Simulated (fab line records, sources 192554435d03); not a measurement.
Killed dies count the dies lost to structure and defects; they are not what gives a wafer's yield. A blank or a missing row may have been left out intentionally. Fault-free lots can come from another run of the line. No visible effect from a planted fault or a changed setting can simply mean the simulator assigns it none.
Matching of chambers | flow n5_finfet | N5_BEOL_M0_SAQP_PECVD_96 on pecvd-02: 3 sister chambers
The step deposits a-Si from SiH4/He, target thk 45 nm, time 45.2 s. 6 wafers are shown with their chamber, then 10 later ones without.

WAFERS, EACH WITH ITS CHAMBER
wafer  | chamber | showerhead_plenum_p_Torr (Torr) | throttle_valve_pct (%)
L086.3 | 1       | 5.72                            | 17.5
L086.5 | 0       | 5.73                            | 18.7
L090.5 | 2       | 5.67                            | 17.9
L090.6 | 0       | 5.73                            | 18.3
L091.1 | 2       | 5.67                            | 17.7
L091.4 | 1       | 5.73                            | 17.5

WAFERS WITHOUT THEIR CHAMBER
wafer  | showerhead_plenum_p_Torr (Torr) | throttle_valve_pct (%)
L091.5 | 5.67                            | 18.1
L092.4 | 5.73                            | 17.4
L092.5 | 5.74                            | 18.6
L092.6 | 5.67                            | 17.8
L097.1 | 5.66                            | 17.9
L097.3 | 5.73                            | 18.8
L097.5 | 5.65                            | 17.8
L096.1 | 5.74                            | 18.6
L096.5 | 5.72                            | 17.6
L096.6 | 5.73                            | 18.7

WHICH CHAMBER EACH WENT THROUGH
wafer  | from the rows above | in truth
L091.5 | 2                   | 2
L092.4 | 1                   | 1
L092.5 | 0                   | 0
L092.6 | 2                   | 2
L097.1 | 2                   | 2
L097.3 | 0                   | 0
L097.5 | 2                   | 2
L096.1 | 0                   | 0
L096.5 | 1                   | 1
L096.6 | 0                   | 0
Placed correctly: 10 of 10. Can't be placed from these rows: 0. Placed wrongly: 0.
How it was worked out, from the rows above alone: a wafer's distance from a chamber is the root of the sum, over the readings, of the square of ((its reading less the chamber's mean) divided by the reading's scatter). If the next closest chamber is less than 2 further off than the closest, the wafer can't be placed; otherwise it belongs to the closest. A chamber's mean is the mean of its shown wafers. The scatter is the square root of a quotient: the sum, over the shown wafers, of each reading's squared deviation from its chamber's mean, divided by wafers minus chambers.
